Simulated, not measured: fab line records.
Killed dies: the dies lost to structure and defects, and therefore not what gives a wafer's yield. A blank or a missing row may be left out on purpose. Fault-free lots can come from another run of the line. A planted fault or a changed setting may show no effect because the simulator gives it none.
Which tool was responsible? | flow n5-finfet | 9 lots, 27 wafers sampled, at 6 steps of a route of 1938

== WHAT EACH GAUGE READ, for each wafer ==
N5_BEOL_M5_INSPECT_13: inspects for defects (brightfield).
lot  | measured     | on                | raw-defect-count
L545 | day 9 14:28  | defect-inspect-01 | 402 427 368
L547 | day 10 02:10 | defect-inspect-01 | 504 469 442
L546 | day 10 05:31 | defect-inspect-01 | 493 422 426
L550 | day 10 13:09 | defect-inspect-02 | 542 475 626
L552 | day 11 02:55 | defect-inspect-01 | 532 499 469
L553 | day 11 12:55 | defect-inspect-02 | 535 495 544
L557 | day 12 10:18 | defect-inspect-01 | 898 845 700
L566 | day 14 10:35 | defect-inspect-02 | 197 239 222
L567 | day 14 19:16 | defect-inspect-02 | 494 440 330

N5_BEOL_M5_INSPECT_30: inspects for defects (brightfield).
lot  | measured     | on                | raw-defect-count
L545 | day 9 15:20  | defect-inspect-02 | 373 421 354
L547 | day 10 03:14 | defect-inspect-01 | 529 474 454
L546 | day 10 09:42 | defect-inspect-01 | 500 443 429
L550 | day 10 15:10 | defect-inspect-01 | 553 481 657
L552 | day 11 06:23 | defect-inspect-01 | 571 509 483
L553 | day 11 16:17 | defect-inspect-01 | 569 502 547
L557 | day 12 14:19 | defect-inspect-01 | 916 847 688
L566 | day 14 12:19 | defect-inspect-02 | 192 264 215
L567 | day 14 21:28 | defect-inspect-02 | 517 450 349

== EACH LOT AND THE TOOL THAT RAN IT (in order: tool; ch and the chambers of the sampled wafers; start) ==
lot  | N5_BEOL_M4_DEP_57               | N5_BEOL_M5_HM_DEP_02         | N5_BEOL_M5_DESCUM_16               | N5_BEOL_M5_STRIP_64
L545 | pecvd-03 ch 0,2, day 9 10:21    | pvd-sputter-03, day 9 13:59  | rie-diel-03 ch 0,1, day 9 14:30    | rie-diel-03 ch 0,1, day 9 14:43
L547 | pecvd-03 ch 0,1, day 9 20:57    | pvd-sputter-03, day 10 01:41 | rie-diel-06 ch 0,1, day 10 02:13   | rie-diel-06 ch 0,1, day 10 02:25
L546 | pecvd-03 ch 0,1, day 10 02:05   | pvd-sputter-02, day 10 05:02 | rie-diel-01 ch 1,2,3, day 10 05:32 | rie-diel-01 ch 1,2,3, day 10 05:45
L550 | pecvd-02 ch 1,2, day 10 10:20   | pvd-sputter-03, day 10 12:40 | rie-diel-06 ch 0,2, day 10 13:11   | rie-diel-06 ch 0,2, day 10 13:23
L552 | pecvd-02 ch 0,1,2, day 10 22:20 | pvd-sputter-02, day 11 02:19 | rie-diel-03 ch 0,1, day 11 02:58   | rie-diel-03 ch 0,1, day 11 03:10
L553 | pecvd-01 ch 1,2, day 11 09:01   | pvd-sputter-02, day 11 12:19 | rie-diel-03 ch 0,2,3, day 11 12:58 | rie-diel-03 ch 0,2,3, day 11 13:10
L557 | pecvd-02 ch 0,1,2, day 12 07:49 | pvd-sputter-02, day 12 09:49 | rie-diel-06 ch 2,3, day 12 10:43   | rie-diel-06 ch 2,3, day 12 10:55
L566 | pecvd-03 ch 0,1,2, day 14 07:32 | pvd-sputter-03, day 14 10:07 | rie-diel-06 ch 1,2, day 14 10:44   | rie-diel-06 ch 1,2, day 14 10:56
L567 | pecvd-02 ch 1,2, day 14 15:44   | pvd-sputter-01, day 14 18:41 | rie-diel-01 ch 0,2,3, day 14 19:31 | rie-diel-01 ch 0,2,3, day 14 19:43
- N5_BEOL_M4_DEP_57: deposits SiCN from 3MS/NH3, target thk 8 nm, time 14 s.
- N5_BEOL_M5_HM_DEP_02: deposits TiN, target thk 20 nm.
- N5_BEOL_M5_DESCUM_16: chemistry O2, time 7 s.
- N5_BEOL_M5_STRIP_64: strips in CF4.

== WHAT THE TOOLS THEMSELVES READ (means of the sampled wafers that have a number; where no wafer has one, the mark that the record gives instead) ==
N5_BEOL_M4_DEP_57.
lot  | tool     | chamber-pressure-Torr (Torr) | showerhead-plenum-p-Torr (Torr) | showerhead-vpp-V (V) | throttle-valve-pct (%)
L545 | pecvd-03 | 2.998                        | 3.664                           | 892                  | 9.1
L547 | pecvd-03 | 2.997                        | 3.661                           | 887                  | 9.3
L546 | pecvd-03 | 2.995                        | 3.665                           | 881                  | 9.2
L550 | pecvd-02 | 2.999                        | 3.659                           | 774                  | 9.4
L552 | pecvd-02 | 2.999                        | 3.654                           | 816                  | 9.5
L553 | pecvd-01 | 3.001                        | 3.672                           | 911                  | 8.8
L557 | pecvd-02 | 2.997                        | 3.652                           | 824                  | 9.4
L566 | pecvd-03 | 3.001                        | 3.664                           | 899                  | 8.9
L567 | pecvd-02 | 3.000                        | 3.660                           | 774                  | 9.5

N5_BEOL_M5_HM_DEP_02.
lot  | tool           | throttle-valve-pct (%)
L545 | pvd-sputter-03 | 30.0
L547 | pvd-sputter-03 | 31.2
L546 | pvd-sputter-02 | 30.9
L550 | pvd-sputter-03 | 30.4
L552 | pvd-sputter-02 | 31.0
L553 | pvd-sputter-02 | 29.9
L557 | pvd-sputter-02 | 29.9
L566 | pvd-sputter-03 | 30.8
L567 | pvd-sputter-01 | 30.3

N5_BEOL_M5_DESCUM_16.
lot  | tool        | drypump-motor-current-A (A) | oes-product-au (a.u.) | rf-vpp-V (V) | showerhead-plenum-p-Torr (Torr) | throttle-valve-pct (%)
L545 | rie-diel-03 | 5.2                         | 0.85                  | 242.4        | 2.06                            | 20.57
L547 | rie-diel-06 | 5.7                         | 0.89                  | 243.5        | 2.14                            | 20.26
L546 | rie-diel-01 | 6.0                         | 0.77                  | 241.3        | 2.09                            | 20.45
L550 | rie-diel-06 | 6.2                         | 0.79                  | 244.0        | 2.15                            | 20.11
L552 | rie-diel-03 | 5.3                         | 0.86                  | 242.7        | 2.09                            | 20.44
L553 | rie-diel-03 | 5.1                         | 0.80                  | 243.2        | 2.09                            | 20.45
L557 | rie-diel-06 | 6.0                         | 0.73                  | 243.6        | 2.13                            | 20.34
L566 | rie-diel-06 | 5.5                         | 0.80                  | 243.1        | 2.14                            | 20.46
L567 | rie-diel-01 | 6.0                         | 0.75                  | 243.4        | 2.10                            | 20.54

N5_BEOL_M5_STRIP_64.
lot  | tool        | drypump-motor-current-A (A) | oes-product-au (a.u.) | rf-vpp-V (V) | showerhead-plenum-p-Torr (Torr) | throttle-valve-pct (%)
L545 | rie-diel-03 | 5.2                         | 0.83                  | 271.3        | 1.77                            | 13.64
L547 | rie-diel-06 | 5.7                         | 0.89                  | 270.9        | 1.83                            | 13.41
L546 | rie-diel-01 | 6.0                         | 0.77                  | 271.1        | 1.78                            | 13.58
L550 | rie-diel-06 | 6.2                         | 0.78                  | 271.9        | 1.85                            | 13.47
L552 | rie-diel-03 | 5.3                         | 0.84                  | 270.6        | 1.80                            | 13.55
L553 | rie-diel-03 | 5.1                         | 0.79                  | 270.6        | 1.78                            | 13.49
L557 | rie-diel-06 | 6.0                         | 0.73                  | 271.6        | 1.84                            | 13.64
L566 | rie-diel-06 | 5.4                         | 0.79                  | 271.9        | 1.83                            | 13.67
L567 | rie-diel-01 | 6.0                         | 0.74                  | 271.1        | 1.80                            | 13.67

== THE ANSWER, worked out from the rows above alone ==
Rule: what is usual is taken from the lots themselves. The widest of any qualifying gaps counts: lots, ordered by their means at a reading, are off when they make up no more than a third of the lots, leave a main group of 4 or more, and stand apart from it by 3 or more times the standard deviation of that group's means. A main group whose means are all the same, to the digits that the tables above print for the reading, isn't used. A lot without any number at a reading at which 4 lots or more have one is off too. The other lots that the step has rows for count as sound. The gauges are gone through in route order, then the tools' own readings, and for those a lot's mean is taken as printed above. The first step at which some lot is off is used, and at that step the reading that is off furthest; a lot without a number counts as furthest.
No lot is off at any reading shown: from this, nothing can be told.

== WHAT HAD BEEN PUT IN BY THE SIMULATOR ==
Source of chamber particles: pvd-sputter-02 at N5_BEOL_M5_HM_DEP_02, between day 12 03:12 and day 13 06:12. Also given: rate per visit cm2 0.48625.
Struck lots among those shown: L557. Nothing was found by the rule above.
